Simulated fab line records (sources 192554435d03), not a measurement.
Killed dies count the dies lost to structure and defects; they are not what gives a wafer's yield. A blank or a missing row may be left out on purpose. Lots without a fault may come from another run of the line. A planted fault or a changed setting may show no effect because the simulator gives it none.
Which tool did it? -- flow n5 finfet -- route of 1938 steps, sampled at 1 step: 10 lots, 30 wafers

WHAT THE GAUGES READ, wafer by wafer
N5_BEOL_M10_CD_MEAS_18: pitch 140 nm, target cd 70 nm. Usual: cd nm 70.1 nm, standard deviation 0.6.
lot,measured,on,cd nm (nm),flag
L883,day 9 19:09,cd sem-02,69.9 70.0 70.5,
L884,day 10 02:26,cd sem-03,70.0 70.8 70.2,
L886,day 10 08:57,cd sem-03,70.8 71.5 69.0,
L889,day 11 10:55,cd sem-01,71.1 71.0 70.8,
L890,day 11 21:26,cd sem-01,69.7 69.8 70.8,
L891,day 12 04:53,cd sem-03,69.8 69.7 70.0,
L897,day 14 11:28,cd sem-01,71.3 71.4 70.0,
L899,day 14 15:35,cd sem-03,68.9 68.5 69.1,
L906,day 15 21:14,cd sem-02,69.9 70.1 69.8,
L905,day 16 00:11,cd sem-03,70.1 69.8 68.9,

TOOL THAT RAN EACH LOT (tool first, then ch and the chambers of the sampled wafers, then the start)
Before these readings, the record contains no process step.

WHAT THE TOOLS THEMSELVES READ (means of the sampled wafers that have a number; where no wafer has one, the mark that the record gives instead)
The record holds no such reading with a usual standard deviation.

THE ANSWER, worked out from the rows above alone
Rule: a lot is off if the mean of its wafers that have a number lies more than 3 standard deviations from the usual mean. A lot without any number at a reading at which 4 lots or more have one is off too. Any other lot the step has rows for is counted as sound. The gauges are gone through in route order, then the tools' own readings, and for those a lot's mean is taken as printed above. The first step at which some lot is off is used, and at that step the reading that is off furthest; a lot without a number counts as furthest.
No lot is off at any reading shown: from this, nothing can be told.

WHAT THE SIMULATOR PUT IN
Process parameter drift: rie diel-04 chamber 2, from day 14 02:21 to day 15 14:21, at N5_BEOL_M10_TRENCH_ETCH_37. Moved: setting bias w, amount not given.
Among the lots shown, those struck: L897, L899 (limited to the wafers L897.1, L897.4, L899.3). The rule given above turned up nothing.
